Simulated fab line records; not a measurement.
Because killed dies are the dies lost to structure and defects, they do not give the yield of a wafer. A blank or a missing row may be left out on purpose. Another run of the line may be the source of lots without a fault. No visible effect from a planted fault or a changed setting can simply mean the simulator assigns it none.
Problem report, 8D (eight disciplines) form, completed by code :: flow nand harc :: the parts of the form that need people (team, actions taken, sign-off) are left out

1. WHAT IS WRONG
Wafers without a fault read 718.4 nm, standard deviation 1.8; cd nm at NHARC_P_ZERO_WELL_CD_MEAS_37 reads a mean of 706.2 nm on 6 wafers belonging to 2 lots. Relative to the usual mean, that is a shift of -6.8 standard deviations.
The step: target cd 720 nm.
Earliest sighting: wafer L894.2 on cd sem-02 at day 7 20:07. At this step, 36 wafers from 12 lots have a number in the record. The rule behind "out" and "out of limits": a value lying over 4 standard deviations away from the usual mean. All remaining wafers that have a number are taken as sound.

2. WHAT IT IS, AND WHAT IT ISN'T
question: which readings at this step
is: cd nm
is not: -

question: which lots
is: L894, L895
is not: L880, L881, L883, L884, L885, L886, L897, L899, L902, L903

question: which wafers of those lots
is: all that have a number
is not: -

question: read on which gauges
is: cd sem-01, cd sem-02
is not: cd sem-03

question: when
is: from day 7 20:07
is not: up to then (18 sound wafers); but 12 sound wafers of L897, L899, L902, L903 came after

3. THE SUSPECTS, EACH WITH WHAT RULES IT OUT
Counting: a tool at any process step up to the reading remains a suspect when it ran all the lots that are out and ran no sound lot after the first of those.
- the gauge at NHARC_P_ZERO_WELL_CD_MEAS_37 is ruled out. The wafers that are out were read on 2 gauges (cd sem-01, cd sem-02).
- litho track-07 at NHARC_P_ZERO_WELL_PEB_35 (peb time 85 s): kept. It processed each lot that is out, first L894 at day 7 20:01, and no sound lot thereafter; up to then, the last sound lot it processed was L885 at day 4 02:23. Its own heater power total W, plate temp C readings are out on those wafers.
Left after counting: litho track-07 at NHARC_P_ZERO_WELL_PEB_35.

4. THE CAUSE (what the simulator had put in)
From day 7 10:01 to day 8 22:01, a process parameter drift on litho track-07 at NHARC_P_ZERO_WELL_PEB_35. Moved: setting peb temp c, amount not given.
After counting, this tool was the only one left.

5. SEQUENCE OF EFFECTS, ordered by route
Each row: a reading whose mean over the struck wafers that have a number lies more than 3 standard deviations from the usual. Scope: only readings with a usual standard deviation given in the record; hours: median across lots of the time from each lot's start at the first step in this table that gives one to its start at this step; sigmas: change in usual standard deviations.
hours: 0
step: NHARC_P_ZERO_WELL_PEB_35
reading: heater power total W
usual: 164.00 W
on struck wafers: 152.85
change: -11.15
sigmas: -40

hours: 0
step: NHARC_P_ZERO_WELL_PEB_35
reading: plate temp C
usual: 117.98 C
on struck wafers: 111.89
change: -6.09
sigmas: -41

hours: 0
step: NHARC_P_ZERO_WELL_CD_MEAS_37
reading: cd nm
usual: 718.4 nm
on struck wafers: 706.2
change: -12.2
sigmas: -6.8
It contains these process steps:
- NHARC_P_ZERO_WELL_PEB_35: peb time 85 s.
Later steps that measure or inspect, where all struck wafers having a row at the step show a number for every such reading and not one has moved that far: NHARC_P_STI_OCD_MEAS_17, NHARC_P_STI_OCD_MEAS_43.

6. WHAT WOULD HAVE CAUGHT IT SOONER
10 hours passed between the start of the fault at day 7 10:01 and the first reading out of limits at a measuring or inspecting step in this record, taken at day 7 20:07.
At NHARC_P_ZERO_WELL_PEB_35, the tool's own readings (heater power total W, plate temp C) were out on each struck wafer the step has a row for, so an alarm limit on them would have fired on the first such wafer.
L895, from the lots that are out (2), started NHARC_P_ZERO_WELL_PEB_35 on litho track-07 later than day 7 20:07. Putting the tool on hold at that point would have spared it.
